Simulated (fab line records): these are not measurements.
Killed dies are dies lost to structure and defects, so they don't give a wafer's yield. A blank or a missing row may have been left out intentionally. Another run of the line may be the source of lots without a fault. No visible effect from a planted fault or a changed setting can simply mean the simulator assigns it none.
Comparing a struck lot with a sound one -- flow n5 finfet -- 39 out of 1938 route steps
Sound: these wafers, L554.4, L554.5, L554.6. Struck: wafer L567.2; the same lot's L567.3 was not struck, so it is left out; see the end for the cause.
Per side, at each step with rows, come the tool, then ch with its chambers, and then its first start. Under that, the readings that differ: sound wafers -- struck wafers -- difference of the means -- sigmas: that difference in standard deviations of wafers without a fault.
alike: words and numbers the same on both sides, and readings whose means are apart by under 2 such deviations; not compared: readings that were withheld, readings missing a value for some wafer, numbers with overlapping values and no deviation given by the record, and bounds like >300 which may hide the same value.
A row with sigmas, a row that says differs or no value, or rows on one side alone: a step with any of these is where the two part. Numbers that don't overlap but have no deviation are shown without sigmas and don't part them. A reading that every wafer of one side lacks parts them only if that side has two wafers or more.

first, 10 steps without rows for these wafers: N5_BEOL_M4_STRIP_36 (strips in N2/H2); N5_BEOL_M4_TRENCH_ETCH_37 (etches SiOC in C4F6/O2, target depth 55.555 nm, time 29.2 s); N5_BEOL_M4_ETCH_41 (etches SiCN in CH3F/O2, target depth 29.9 nm, time 52.5 s); N5_BEOL_M4_STRIP_97 (strips in N2/H2, time 10 s); N5_BEOL_M4_HM_STRIP_39 (strips TiN in peroxide tin strip, target depth 25 nm, time 158 s); N5_BEOL_M4_SRD_40 (time 30 s); N5_BEOL_M4_PRECLEAN_42 (cleans in residue remover, time 60 s); N5_BEOL_M4_SRD_43 (time 30 s); N5_BEOL_M4_DEGAS_44 (time 60 s); N5_BEOL_M4_PRE_CLEAN_45 (time 30 s).
N5_BEOL_M4_ALD_84: deposits TaN, pulse time 2 s, purge time 3 s, co reactant purge time 2 s.
  sound on ald metal-03 ch 0,1,3, day 7 19:17; struck on ald metal-03 ch 2, day 10 22:46
reading,sound,struck,difference,sigmas
ald cycles,30 30 30,20,-10,
  alike: heater power w
  not compared: susceptor temp C, model.TaN_of_BEOL_M4_ALD_84.thk nm
then, 26 steps without rows for these wafers: N5_BEOL_M4_SURFACE_TREAT_85; N5_BEOL_M4_CVD_47 (deposits Co from CCTBA/H2, target thk 3 nm, time 223.8 s); N5_BEOL_M4_SPUTTER_48 (material Cu, target thk 4.5 nm, time 8.29 s); N5_BEOL_M4_ANNEAL_49 (time 240 s); N5_BEOL_M4_SPUTTER_79 (material Cu, target thk 4.5 nm, time 8.29 s); N5_BEOL_M4_ANNEAL_80 (time 240 s); N5_BEOL_M4_SPUTTER_81 (material Cu, target thk 4.5 nm, time 8.29 s); N5_BEOL_M4_ANNEAL_82 (time 240 s); N5_BEOL_M4_SPUTTER_86 (material Cu, target thk 4.5 nm, time 8.29 s); N5_BEOL_M4_ANNEAL_87 (time 240 s); N5_BEOL_M4_SPUTTER_88 (material Cu, target thk 4.5 nm, time 8.29 s); N5_BEOL_M4_ANNEAL_89 (time 240 s); N5_BEOL_M4_SPUTTER_90 (material Cu, target thk 4.5 nm, time 8.29 s); N5_BEOL_M4_ANNEAL_91 (time 240 s); N5_BEOL_M4_SPUTTER_92 (material Cu, target thk 4.5 nm, time 8.29 s); N5_BEOL_M4_ANNEAL_93 (time 240 s); N5_BEOL_M4_SPUTTER_94 (material Cu, target thk 4.5 nm, time 8.29 s); N5_BEOL_M4_ANNEAL_95 (time 240 s); N5_BEOL_M4_SPUTTER_96 (material Cu, target thk 4.5 nm, time 8.29 s); N5_BEOL_M4_ECD_50 (material Cu, target thk 300 nm); N5_BEOL_M4_ANNEAL_51 (time 90 s); N5_BEOL_M4_CMP_52 (polishes, stops on SiOC, t overpolish 6.8 s, target thk 40 nm); N5_BEOL_M4_PRE_CLEAN_60 (time 15 s); N5_BEOL_M4_CO_CAP_55 (material Co, precursor CCTBA/H2, target thk 2 nm, time 102.1 s); N5_BEOL_M4_PRE_CLEAN_56 (time 15 s); N5_BEOL_M4_DEP_57 (deposits SiCN from 3MS/NH3, target thk 8 nm, time 14 s).
N5_BEOL_M4_RC_MEAS_101:
  sound on prober-01 ch 0, day 7 23:15; struck on prober-02 ch 0, day 11 03:17
reading,sound,struck,difference,sigmas
COMB_M4 (S/m),5.8e-11 6.1e-11 7.4e-11,1.66e-10,+1.02e-10,+9
COMB_M4_max_site (S/m),8.9e-11 8.7e-11 9.3e-11,2.36e-10,+1.46e-10,+8
  alike: DIBL_N, DIBL_P, IOFF_N, IOFF_P, ION_N, ION_P, SS_N, SS_P, VT_N, VT_P
-- record jumps: 5 days separate the struck wafers' starts on either side; left off in module BEOL_M4, taken up again in module PASSIVATION, whose first shown step is the route's number 1936 --
N5_PASSIVATION_PROBE_49:
  sound on prober-01, day 12 12:10; struck on prober-01, day 15 18:20
reading,sound,struck,difference,sigmas
defect limited yield (%),89.1 90.0 87.6,84.5,-4.4,-3
killed_at_M4_up,16 10 16,90,+76,+17
killed dies,129 118 146,183,+52,+3
killed on rim,12 11 24,26,+10,+2
killed open,77 80 100,62,-24,-2
sort_bin_4_leakage (%),0 0 0,6.86,+6.86,+49
sort n pass,1051 1062 1034,997,-52,-3
sort yield pct (%),89.1 90.0 87.6,84.5,-4.4,-3
  alike: killed_at_M0_to_M3, killed at contacts, killed at front end, killed at other, killed short, sort_bin_5_function, sort_bin_6_memory

## WHERE THEY PART
At N5_BEOL_M4_RC_MEAS_101 first; at N5_PASSIVATION_PROBE_49 last (within this record only).

WHY: what had been put in by the simulator
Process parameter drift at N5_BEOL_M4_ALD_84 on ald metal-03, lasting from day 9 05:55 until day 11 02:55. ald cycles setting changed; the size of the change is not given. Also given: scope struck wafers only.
